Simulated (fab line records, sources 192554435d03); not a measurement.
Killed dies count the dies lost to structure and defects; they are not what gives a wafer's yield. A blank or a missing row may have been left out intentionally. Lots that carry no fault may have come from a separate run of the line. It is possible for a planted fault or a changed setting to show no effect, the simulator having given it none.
Lot-split experiment -- flow n5_finfet -- route with 1938 steps; 7 lots, 21 wafers read

== THE SPLIT ==
At N5_BEOL_M14_EXPOSE_25 (exposes mask M14, target cd 280 nm), the setting dose_mj was moved away from the recipe's 26.6 on 3 of the 21 wafers read, by -6.8% to +2.4%. The other wafers ran this setting at the recipe's value.

== FROM THE SPLIT TO THE READING: what the file shows between them, 2 steps ==
- N5_BEOL_M14_DEVELOP_27: develop time 45 s (also split here: develop_time_s)
- N5_BEOL_M14_HARDBAKE_32: time 120 s

== THE READING ==
cd_nm at N5_BEOL_M14_CD_MEAS_28, given in nm (cd target 284.4 nm). Fault-free wafers of this fab line usually give 284.4 nm, standard deviation 1.2 nm.

wafer,"tool, chamber at the split",dose_mj as run,against the recipe,"cd_nm, nm",against lot-mates on the recipe
L075.1,"krf_scanner-02, 0",24.78,-6.8%,272.3,-10.1
L075.5,"krf_scanner-02, 0",26.6,recipe,282.4,-
L075.6,"krf_scanner-02, 0",24.78,-6.8%,271.5,-10.9
L083.2,"krf_scanner-01, 0",26.6,recipe,283.1,-
L083.5,"krf_scanner-01, 0",26.6,recipe,283.7,-
L083.6,"krf_scanner-01, 0",26.6,recipe,283.7,-
L086.2,"krf_scanner-01, 0",26.6,recipe,284.5,-
L086.3,"krf_scanner-01, 0",27.25,+2.4%,286.3,+1.9
L086.4,"krf_scanner-01, 0",26.6,recipe,284.3,-
L087.1,"krf_scanner-01, 0",26.6,recipe,285.9,-
L087.4,"krf_scanner-01, 0",26.6,recipe,285.4,-
L087.6,"krf_scanner-01, 0",26.6,recipe,284.5,-
L090.1,"krf_scanner-02, 0",26.6,recipe,286.3,-
L090.4,"krf_scanner-02, 0",26.6,recipe,285.2,-
L090.5,"krf_scanner-02, 0",26.6,recipe,286.5,-
L091.2,"krf_scanner-01, 0",26.6,recipe,283.8,-
L091.4,"krf_scanner-01, 0",26.6,recipe,285.0,-
L091.6,"krf_scanner-01, 0",26.6,recipe,285.7,-
L095.1,"krf_scanner-02, 0",26.6,recipe,283.9,-
L095.2,"krf_scanner-02, 0",26.6,recipe,285.5,-
L095.3,"krf_scanner-02, 0",26.6,recipe,284.9,-

FIT RESULTS
A straight line over all 21 wafers: cd_nm changes by +1.77 nm for each +1% of dose_mj; r = +0.95; the points scatter about the line by 1.2 nm.
The same after taking each lot's own level away (the mean of its wafers on the recipe; 21 wafers): +1.48 nm for each +1%; r = +0.98; scatter 0.67 nm.
On that fit, the largest move of dose_mj shifts the reading by 10 nm.
The span of the lots' own levels, 282.40 to 286.00 nm, comes to 3.0 times the standard deviation stated above.
So the lot-to-lot level changes the slope: the two fits differ.
Check: for one of the wafers moved furthest among these (-6.8%), held out of the fit, the line's prediction against its lot-mates is -10.3 nm. Against them it came out at -10.1 nm.

== OTHER SPLITS ON THESE WAFERS ==
Note: prior to the reading, these wafers also went through further splits. Each is held against what the fit with the lots' levels taken away leaves over:
other split on the same wafers,wafers away from the commonest value,r with cd_nm (lot level and that fit taken away)
N5_BEOL_M11_COAT_22 spin_rpm,9,+0.03
N5_BEOL_M13_COAT_58 spin_rpm,5,-0.24
N5_BEOL_M14_DEVELOP_27 develop_time_s,8,-0.01

== THE WHOLE CHAIN: every reading that the file lists as answering this split, in the file's order ==
step,what it does,reading,change (the file's fit),r (the file's)
N5_BEOL_M14_CD_MEAS_28,target cd 284.4 nm,cd_nm,+1.44 nm for each +1% of the setting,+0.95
N5_BEOL_M14_DESCUM_33,"chemistry O2, time 7.9 s","BEOL_M14.cd_nm (the simulator's own value, which no gauge read)",+1.45 nm for each +1% of the setting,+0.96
N5_BEOL_M14_ETCH_67,"etches SiARC in CF4, target depth 143 nm, time 238.3 s","BEOL_M14.cd_nm (the simulator's own value, which no gauge read)",+1.5 nm for each +1% of the setting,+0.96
N5_BEOL_M14_ETCH_68,"etches SOC in N2/H2, time 450 s","BEOL_M14.cd_nm (the simulator's own value, which no gauge read)",+1.66 nm for each +1% of the setting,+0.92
N5_BEOL_M14_TRENCH_ETCH_34,"etches SiO2 in C4F8/O2/Ar, target depth 556.65 nm, time 126.9 s","BEOL_M14.cd_nm (the simulator's own value, which no gauge read)",+1.64 nm for each +1% of the setting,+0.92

== FILE'S OWN FIT ==
cd_nm changes by +1.44 nm for each +1% of dose_mj, r = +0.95.
